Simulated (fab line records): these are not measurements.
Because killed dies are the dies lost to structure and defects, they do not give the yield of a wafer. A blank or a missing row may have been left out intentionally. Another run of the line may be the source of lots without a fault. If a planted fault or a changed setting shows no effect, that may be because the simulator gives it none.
Which tool did it? | flow nand_harc | 24 lots with 72 wafers sampled at 6 steps, on a route of 1302 steps

WHAT EACH GAUGE READ, for each wafer
Not one reading of a measure or inspect step in the record can be checked against a usual standard deviation.

EACH LOT AND THE TOOL THAT RAN IT (in order: tool; ch and the chambers of the sampled wafers; start)
lot  | NHARC_A_CHANNEL_FILL_D2_ALD_03                 | NHARC_A_CHANNEL_FILL_D2_STRIP_28   | NHARC_A_CHANNEL_FILL_D2_ALD_25   | NHARC_A_STAIRCASE_ETCH_13      | NHARC_A_STAIRCASE_TRIM_16      | NHARC_A_STAIRCASE_TRIM_22
L074 | ald_sin_batch-02 ch 0, day 15 04:34 or earlier | rie_diel-12 ch 0,1,3, day 15 04:34 | ald_hk-04 ch 0,1, day 15 19:59   | rie_diel-03 ch 0,1,3, no start | rie_diel-03 ch 0,1,2, no start | rie_diel-03 ch 2,3, no start
L075 | ald_sin_batch-02 ch 0, day 15 04:35 or earlier | rie_diel-04 ch 0,1,3, day 15 04:35 | ald_hk-04 ch 2,3, day 15 16:20   | rie_diel-06 ch 0,3, no start   | rie_diel-06 ch 1,2, no start   | rie_diel-06 ch 1,2, no start
L076 | ald_sin_batch-01 ch 0, day 15 04:34 or earlier | rie_diel-13 ch 0,2,3, day 15 04:34 | ald_hk-03 ch 0,2,3, day 15 18:16 | rie_diel-06 ch 0,1,2, no start | rie_diel-06 ch 2,3, no start   | rie_diel-02 ch 1,2, no start
L077 | ald_sin_batch-01 ch 0, day 16 08:38 or earlier | rie_diel-04 ch 0,1,2, day 16 08:38 | ald_hk-02 ch 0,1,3, day 16 21:19 | rie_diel-03 ch 1,2, no start   | rie_diel-03 ch 0,1,3, no start | rie_diel-06 ch 1,2, no start
L078 | ald_sin_batch-01 ch 0, day 16 08:21 or earlier | rie_diel-12 ch 0,2, day 16 08:21   | ald_hk-04 ch 0,1, day 16 20:05   | rie_diel-03 ch 0,1,3, no start | rie_diel-03 ch 0,3, no start   | rie_diel-03 ch 2,3, no start
L079 | ald_sin_batch-01 ch 0, day 16 08:21 or earlier | rie_diel-13 ch 0,2,3, day 16 08:21 | ald_hk-03 ch 1,2,3, day 16 21:31 | rie_diel-06 ch 1,2,3, no start | rie_diel-06 ch 0,1,2, no start | rie_diel-06 ch 0,2,3, no start
L080 | ald_sin_batch-02 ch 0, day 16 20:50 or earlier | rie_diel-12 ch 0,1, day 16 20:50   | ald_hk-02 ch 2,3, day 17 10:53   | rie_diel-06 ch 0,2, no start   | rie_diel-06 ch 1,2,3, no start | rie_diel-06 ch 2,3, no start
L081 | ald_sin_batch-01 ch 0, day 17 02:31 or earlier | rie_diel-13 ch 1,3, day 17 02:31   | ald_hk-02 ch 0,2, day 17 14:34   | rie_diel-03 ch 0,1,3, no start | rie_diel-03 ch 1,2,3, no start | rie_diel-02 ch 1,2,3, no start
L082 | ald_sin_batch-01 ch 0, day 17 02:30 or earlier | rie_diel-04 ch 1,2, day 17 02:30   | ald_hk-04 ch 0,1,3, day 17 15:08 | rie_diel-06 ch 1,3, no start   | rie_diel-06 ch 1,2, no start   | rie_diel-02 ch 0,2, no start
L083 | ald_sin_batch-01 ch 0, day 18 18:44 or earlier | rie_diel-13 ch 0,3, day 18 18:44   | ald_hk-02 ch 0,3, day 19 08:43   | rie_diel-02 ch 1,3, no start   | rie_diel-02 ch 0,3, no start   | rie_diel-02 ch 0,3, no start
L084 | ald_sin_batch-01 ch 0, day 18 18:44 or earlier | rie_diel-12 ch 0,1,3, day 18 18:44 | ald_hk-03 ch 2,3, day 19 08:43   | rie_diel-06 ch 0,1, no start   | rie_diel-06 ch 0,1,3, no start | rie_diel-06 ch 0,2,3, no start
L085 | ald_sin_batch-02 ch 0, day 19 07:23 or earlier | rie_diel-13 ch 1,2,3, day 19 07:23 | ald_hk-03 ch 1,2,3, day 19 21:17 | rie_diel-06 ch 0,1,2, no start | rie_diel-06 ch 0,2,3, no start | rie_diel-02 ch 0,1,3, no start
L086 | ald_sin_batch-02 ch 0, day 19 07:23 or earlier | rie_diel-12 ch 0,1,2, day 19 07:23 | ald_hk-04 ch 0,1,3, day 19 20:41 | rie_diel-03 ch 0,1,2, no start | rie_diel-03 ch 0,2,3, no start | rie_diel-03 ch 0,1,3, no start
L087 | ald_sin_batch-02 ch 0, day 20 12:22 or earlier | rie_diel-13 ch 2,3, day 20 12:22   | ald_hk-02 ch 0,2,3, day 21 00:01 | rie_diel-06 ch 1,2,3, no start | rie_diel-06 ch 0,2,3, no start | rie_diel-03 ch 0,2, no start
L088 | ald_sin_batch-01 ch 0, day 20 23:02 or earlier | rie_diel-12 ch 0,3, day 20 23:02   | ald_hk-02 ch 0,3, day 21 11:44   | rie_diel-02 ch 1,2,3, no start | rie_diel-02 ch 2,3, no start   | rie_diel-02 ch 0,1, no start
L089 | ald_sin_batch-01 ch 0, day 20 23:01 or earlier | rie_diel-13 ch 0,3, day 20 23:01   | ald_hk-03 ch 0,2,3, day 21 11:44 | rie_diel-03 ch 1,2, no start   | rie_diel-03 ch 1,2, no start   | rie_diel-03 ch 0,1,2, no start
L090 | ald_sin_batch-01 ch 0, day 21 22:57 or earlier | rie_diel-13 ch 1,3, day 21 22:57   | ald_hk-03 ch 0,2, day 22 11:28   | rie_diel-06 ch 0,3, no start   | rie_diel-06 ch 0,1,3, no start | rie_diel-06 ch 1,2,3, no start
L091 | ald_sin_batch-03 ch 0, day 22 02:35 or earlier | rie_diel-12 ch 0,1,3, day 22 02:35 | ald_hk-02 ch 0,1,2, day 22 15:23 | rie_diel-03 ch 0,1,2, no start | rie_diel-03 ch 1,2,3, no start | rie_diel-06 ch 0,1,2, no start
L092 | ald_sin_batch-03 ch 0, day 22 02:35 or earlier | rie_diel-13 ch 2,3, day 22 02:35   | ald_hk-03 ch 0,1, day 22 16:01   | rie_diel-06 ch 0,1, no start   | rie_diel-06 ch 0,3, no start   | rie_diel-06 ch 1,2, no start
L093 | ald_sin_batch-03 ch 0, day 22 10:39 or earlier | rie_diel-04 ch 1,2,3, day 22 10:39 | ald_hk-03 ch 0,1,2, day 22 23:55 | rie_diel-02 ch 0,1,3, no start | rie_diel-02 ch 0,3, no start   | rie_diel-02 ch 0,3, no start
L094 | ald_sin_batch-02 ch 0, day 23 07:21 or earlier | rie_diel-13 ch 0,1,3, day 23 07:21 | ald_hk-03 ch 0,2,3, day 23 20:29 | rie_diel-02 ch 0,1,2, no start | rie_diel-02 ch 0,1,3, no start | rie_diel-02 ch 0,1,3, no start
L096 | ald_sin_batch-02 ch 0, day 23 07:25 or earlier | rie_diel-12 ch 1,2,3, day 23 07:25 | ald_hk-02 ch 1,2,3, day 23 23:37 | rie_diel-06 ch 0,1,2, no start | rie_diel-06 ch 0,1,2, no start | rie_diel-06 ch 0,1,3, no start
L095 | ald_sin_batch-03 ch 0, day 23 21:22 or earlier | rie_diel-13 ch 0,1,2, day 23 21:22 | ald_hk-03 ch 1,2,3, day 24 11:04 | rie_diel-06 ch 1,2, no start   | rie_diel-06 ch 2,3, no start   | rie_diel-06 ch 0,1, no start
L097 | ald_sin_batch-01 ch 0, day 24 02:56 or earlier | rie_diel-12 ch 0,1,2, day 24 02:56 | ald_hk-04 ch 0,2, day 24 14:17   | rie_diel-06 ch 0,1,2, no start | rie_diel-06 ch 2,3, no start   | rie_diel-06 ch 1,2,3, no start
- NHARC_A_CHANNEL_FILL_D2_ALD_03: deposits SiNx, target thk 6 nm, pulse time 60 s, ald cycles 58.
- NHARC_A_CHANNEL_FILL_D2_STRIP_28: strips in O2, time 20 s.
- NHARC_A_CHANNEL_FILL_D2_ALD_25: deposits SiOx, target thk 60 nm, pulse time 10 s, ald cycles 600.
- NHARC_A_STAIRCASE_ETCH_13: etches the open film in C4F8/O2, target depth 100 nm, time 40.5 s.
- NHARC_A_STAIRCASE_TRIM_16: chemistry O2, time 211.2 s.
- NHARC_A_STAIRCASE_TRIM_22: chemistry O2, time 211.2 s.

WHAT THE TOOLS THEMSELVES READ (means of the sampled wafers that have a number; where no wafer has one, the mark that the record gives instead)
NHARC_A_CHANNEL_FILL_D2_ALD_03.
lot  | tool             | precursor_pulse_height_rel
L074 | ald_sin_batch-02 | 1.012
L075 | ald_sin_batch-02 | 0.981
L076 | ald_sin_batch-01 | 0.979
L077 | ald_sin_batch-01 | 0.996
L078 | ald_sin_batch-01 | 0.998
L079 | ald_sin_batch-01 | 0.987
L080 | ald_sin_batch-02 | 1.007
L081 | ald_sin_batch-01 | 1.003
L082 | ald_sin_batch-01 | 0.999
L083 | ald_sin_batch-01 | 1.013
L084 | ald_sin_batch-01 | 1.007
L085 | ald_sin_batch-02 | 0.995
L086 | ald_sin_batch-02 | 0.995
L087 | ald_sin_batch-02 | 1.008
L088 | ald_sin_batch-01 | 1.005
L089 | ald_sin_batch-01 | 0.999
L090 | ald_sin_batch-01 | 0.987
L091 | ald_sin_batch-03 | 1.009
L092 | ald_sin_batch-03 | 0.983
L093 | ald_sin_batch-03 | 1.002
L094 | ald_sin_batch-02 | 0.999
L096 | ald_sin_batch-02 | 0.990
L095 | ald_sin_batch-03 | 1.010
L097 | ald_sin_batch-01 | 1.003

NHARC_A_CHANNEL_FILL_D2_STRIP_28.
lot  | tool        | drypump_motor_current_A (A) | oes_product_au (a.u.) | rf_vpp_V (V) | showerhead_plenum_p_Torr (Torr) | throttle_valve_pct (%)
L074 | rie_diel-12 | 5.8                         | 0.984                 | 58.0         | 3.61                            | 17.038
L075 | rie_diel-04 | 5.7                         | 1.003                 | 58.6         | 3.48                            | 17.027
L076 | rie_diel-13 | 6.3                         | 0.990                 | 56.5         | 3.42                            | 17.046
L077 | rie_diel-04 | 6.0                         | 0.988                 | 57.2         | 3.58                            | 17.028
L078 | rie_diel-12 | 5.9                         | 1.007                 | 58.2         | 3.70                            | 17.034
L079 | rie_diel-13 | 6.3                         | 0.993                 | 57.2         | 3.41                            | 17.043
L080 | rie_diel-12 | 6.0                         | 0.994                 | 57.8         | 3.58                            | 17.033
L081 | rie_diel-13 | 5.7                         | 0.997                 | 55.9         | 3.31                            | 17.038
L082 | rie_diel-04 | 5.8                         | 0.999                 | 58.3         | 3.68                            | 17.027
L083 | rie_diel-13 | 6.1                         | 0.986                 | 57.9         | 3.34                            | 17.036
L084 | rie_diel-12 | 5.9                         | 0.986                 | 58.7         | 3.61                            | 17.030
L085 | rie_diel-13 | 5.9                         | 1.002                 | 57.9         | 3.38                            | 17.036
L086 | rie_diel-12 | 5.6                         | 1.008                 | 57.5         | 3.60                            | 17.041
L087 | rie_diel-13 | 6.5                         | 1.001                 | 57.3         | 3.45                            | 17.036
L088 | rie_diel-12 | 6.0                         | 0.990                 | 57.1         | 3.71                            | 17.041
L089 | rie_diel-13 | 6.1                         | 0.988                 | 57.7         | 3.34                            | 17.038
L090 | rie_diel-13 | 5.4                         | 1.001                 | 57.2         | 3.31                            | 17.027
L091 | rie_diel-12 | 5.8                         | 0.990                 | 59.0         | 3.61                            | 17.028
L092 | rie_diel-13 | 6.3                         | 0.998                 | 56.7         | 3.38                            | 17.038
L093 | rie_diel-04 | 5.5                         | 1.002                 | 58.1         | 3.58                            | 17.037
L094 | rie_diel-13 | 5.7                         | 0.996                 | 57.9         | 3.34                            | 17.048
L096 | rie_diel-12 | 5.5                         | 1.004                 | 57.6         | 3.62                            | 17.037
L095 | rie_diel-13 | 5.9                         | 0.995                 | 56.8         | 3.41                            | 17.033
L097 | rie_diel-12 | 5.6                         | 0.999                 | 57.8         | 3.59                            | 17.040

NHARC_A_CHANNEL_FILL_D2_ALD_25.
lot  | tool      | heater_power_outer_w (W) | heater_power_w (W) | precursor_pulse_height_rel
L074 | ald_hk-04 | 285                      | 514                | 1.003
L075 | ald_hk-04 | 266                      | 460                | 1.010
L076 | ald_hk-03 | 249                      | 445                | 0.981
L077 | ald_hk-02 | 262                      | 472                | 1.009
L078 | ald_hk-04 | 318                      | 562                | 0.995
L079 | ald_hk-03 | 265                      | 483                | 1.004
L080 | ald_hk-02 | 258                      | 481                | 1.010
L081 | ald_hk-02 | 264                      | 483                | 0.982
L082 | ald_hk-04 | 292                      | 520                | 0.985
L083 | ald_hk-02 | 244                      | 451                | 0.990
L084 | ald_hk-03 | 262                      | 446                | 0.990
L085 | ald_hk-03 | 263                      | 476                | 0.982
L086 | ald_hk-04 | 286                      | 513                | 0.993
L087 | ald_hk-02 | 267                      | 477                | 1.007
L088 | ald_hk-02 | 247                      | 446                | 1.000
L089 | ald_hk-03 | 249                      | 439                | 1.016
L090 | ald_hk-03 | 261                      | 456                | 1.012
L091 | ald_hk-02 | 287                      | 509                | 1.014
L092 | ald_hk-03 | 275                      | 501                | 1.012
L093 | ald_hk-03 | 270                      | 477                | 0.987
L094 | ald_hk-03 | 247                      | 435                | 1.006
L096 | ald_hk-02 | 269                      | 494                | 1.016
L095 | ald_hk-03 | 270                      | 473                | 1.013
L097 | ald_hk-04 | 319                      | 548                | 1.001

NHARC_A_STAIRCASE_ETCH_13.
lot  | tool        | oes_product_au (a.u.) | rf_vpp_V (V)
L074 | rie_diel-03 | 0.932                 | 896
L075 | rie_diel-06 | 0.933                 | 901
L076 | rie_diel-06 | 0.921                 | 897
L077 | rie_diel-03 | 0.937                 | 902
L078 | rie_diel-03 | 0.939                 | 896
L079 | rie_diel-06 | 0.922                 | 895
L080 | rie_diel-06 | 0.952                 | 900
L081 | rie_diel-03 | 0.926                 | 895
L082 | rie_diel-06 | 0.913                 | 896
L083 | rie_diel-02 | 0.957                 | 899
L084 | rie_diel-06 | 0.930                 | 900
L085 | rie_diel-06 | 0.917                 | 896
L086 | rie_diel-03 | 0.939                 | 903
L087 | rie_diel-06 | 0.949                 | 895
L088 | rie_diel-02 | 0.952                 | 900
L089 | rie_diel-03 | 0.948                 | 902
L090 | rie_diel-06 | 0.924                 | 900
L091 | rie_diel-03 | 0.918                 | 903
L092 | rie_diel-06 | 0.930                 | 896
L093 | rie_diel-02 | 0.933                 | 895
L094 | rie_diel-02 | 0.954                 | 897
L096 | rie_diel-06 | 0.950                 | 896
L095 | rie_diel-06 | 0.975                 | 893
L097 | rie_diel-06 | 0.935                 | 896

NHARC_A_STAIRCASE_TRIM_16.
lot  | tool        | drypump_motor_current_A (A) | oes_product_au (a.u.) | rf_vpp_V (V) | showerhead_plenum_p_Torr (Torr) | throttle_valve_pct (%)
L074 | rie_diel-03 | 5.5                         | 1.000                 | 57.8         | 3.55                            | 17.037
L075 | rie_diel-06 | 5.3                         | 0.994                 | 57.9         | 3.47                            | 17.042
L076 | rie_diel-06 | 5.6                         | 0.993                 | 57.8         | 3.47                            | 17.043
L077 | rie_diel-03 | 5.6                         | 1.008                 | 58.5         | 3.52                            | 17.038
L078 | rie_diel-03 | 5.5                         | 1.003                 | 57.8         | 3.43                            | 17.036
L079 | rie_diel-06 | 5.2                         | 0.986                 | 57.2         | 3.55                            | 17.043
L080 | rie_diel-06 | 5.5                         | 0.984                 | 57.1         | 3.49                            | 17.046
L081 | rie_diel-03 | 5.6                         | 1.008                 | 58.3         | 3.61                            | 17.036
L082 | rie_diel-06 | 5.3                         | 0.974                 | 56.4         | 3.46                            | 17.033
L083 | rie_diel-02 | 5.6                         | 1.002                 | 57.2         | 3.38                            | 17.040
L084 | rie_diel-06 | 5.4                         | 0.984                 | 58.7         | 3.60                            | 17.033
L085 | rie_diel-06 | 5.5                         | 0.992                 | 56.6         | 3.57                            | 17.034
L086 | rie_diel-03 | 5.4                         | 0.988                 | 57.4         | 3.62                            | 17.045
L087 | rie_diel-06 | 5.5                         | 0.987                 | 57.5         | 3.57                            | 17.042
L088 | rie_diel-02 | 5.7                         | 1.008                 | 57.9         | 3.60                            | 17.040
L089 | rie_diel-03 | 5.7                         | 1.003                 | 58.7         | 3.69                            | 17.040
L090 | rie_diel-06 | 5.4                         | 0.994                 | 58.0         | 3.59                            | 17.038
L091 | rie_diel-03 | 5.6                         | 1.006                 | 58.5         | 3.59                            | 17.031
L092 | rie_diel-06 | 5.3                         | 0.985                 | 58.5         | 3.68                            | 17.042
L093 | rie_diel-02 | 5.6                         | 1.006                 | 56.7         | 3.36                            | 17.030
L094 | rie_diel-02 | 5.6                         | 0.990                 | 57.4         | 3.53                            | 17.030
L096 | rie_diel-06 | 5.2                         | 0.990                 | 57.6         | 3.52                            | 17.043
L095 | rie_diel-06 | 5.6                         | 1.002                 | 57.5         | 3.44                            | 17.037
L097 | rie_diel-06 | 5.8                         | 0.999                 | 58.4         | 3.49                            | 17.032

NHARC_A_STAIRCASE_TRIM_22.
lot  | tool        | drypump_motor_current_A (A) | oes_product_au (a.u.) | rf_vpp_V (V) | showerhead_plenum_p_Torr (Torr) | throttle_valve_pct (%)
L074 | rie_diel-03 | 5.5                         | 1.007                 | 57.7         | 3.56                            | 17.038
L075 | rie_diel-06 | 5.4                         | 0.988                 | 57.6         | 3.44                            | 17.037
L076 | rie_diel-02 | 5.8                         | 0.998                 | 58.2         | 3.53                            | 17.032
L077 | rie_diel-06 | 5.3                         | 0.981                 | 57.7         | 3.46                            | 17.041
L078 | rie_diel-03 | 5.5                         | 1.019                 | 58.4         | 3.55                            | 17.031
L079 | rie_diel-06 | 5.4                         | 0.997                 | 57.9         | 3.58                            | 17.044
L080 | rie_diel-06 | 5.6                         | 0.991                 | 57.3         | 3.46                            | 17.032
L081 | rie_diel-02 | 5.6                         | 1.006                 | 58.1         | 3.67                            | 17.035
L082 | rie_diel-02 | 5.9                         | 1.010                 | 57.4         | 3.54                            | 17.035
L083 | rie_diel-02 | 5.6                         | 1.003                 | 58.3         | 3.38                            | 17.041
L084 | rie_diel-06 | 5.4                         | 0.984                 | 57.3         | 3.57                            | 17.034
L085 | rie_diel-02 | 5.6                         | 1.003                 | 57.9         | 3.55                            | 17.037
L086 | rie_diel-03 | 5.5                         | 0.992                 | 57.9         | 3.68                            | 17.038
L087 | rie_diel-03 | 5.3                         | 0.999                 | 58.4         | 3.64                            | 17.040
L088 | rie_diel-02 | 5.7                         | 1.002                 | 58.0         | 3.46                            | 17.045
L089 | rie_diel-03 | 5.5                         | 1.000                 | 58.6         | 3.70                            | 17.036
L090 | rie_diel-06 | 5.6                         | 1.006                 | 57.2         | 3.47                            | 17.039
L091 | rie_diel-06 | 5.2                         | 0.994                 | 58.1         | 3.53                            | 17.037
L092 | rie_diel-06 | 5.3                         | 1.006                 | 57.8         | 3.44                            | 17.044
L093 | rie_diel-02 | 5.6                         | 1.011                 | 58.4         | 3.36                            | 17.038
L094 | rie_diel-02 | 5.5                         | 1.004                 | 58.6         | 3.53                            | 17.035
L096 | rie_diel-06 | 5.4                         | 0.990                 | 58.9         | 3.58                            | 17.034
L095 | rie_diel-06 | 5.2                         | 0.996                 | 56.6         | 3.55                            | 17.042
L097 | rie_diel-06 | 5.6                         | 0.999                 | 57.6         | 3.46                            | 17.036

THE ANSWER, worked out from the rows above alone
Rule: the lots themselves supply what counts as usual. Put in order of their means at a reading, lots are off if they are a third of the lots or fewer, leave a main group of 4 or more, and stand apart from it by a gap of 3 or more times the standard deviation of the main group's means; of several such gaps the widest counts. Not used: any main group whose means are identical at the precision the tables above print for the reading. A lot without any number at a reading at which 4 lots or more have one is off too. The other lots that the step has rows for count as sound. After the gauges, taken in route order, come the tools' own readings; for these a lot's mean is taken, as printed above. At the first step where some lot is off, the reading lying furthest off is the one used; lots without a number count as furthest.
No lot is off at any reading shown: from this, nothing can be told.

WHAT THE SIMULATOR PUT IN
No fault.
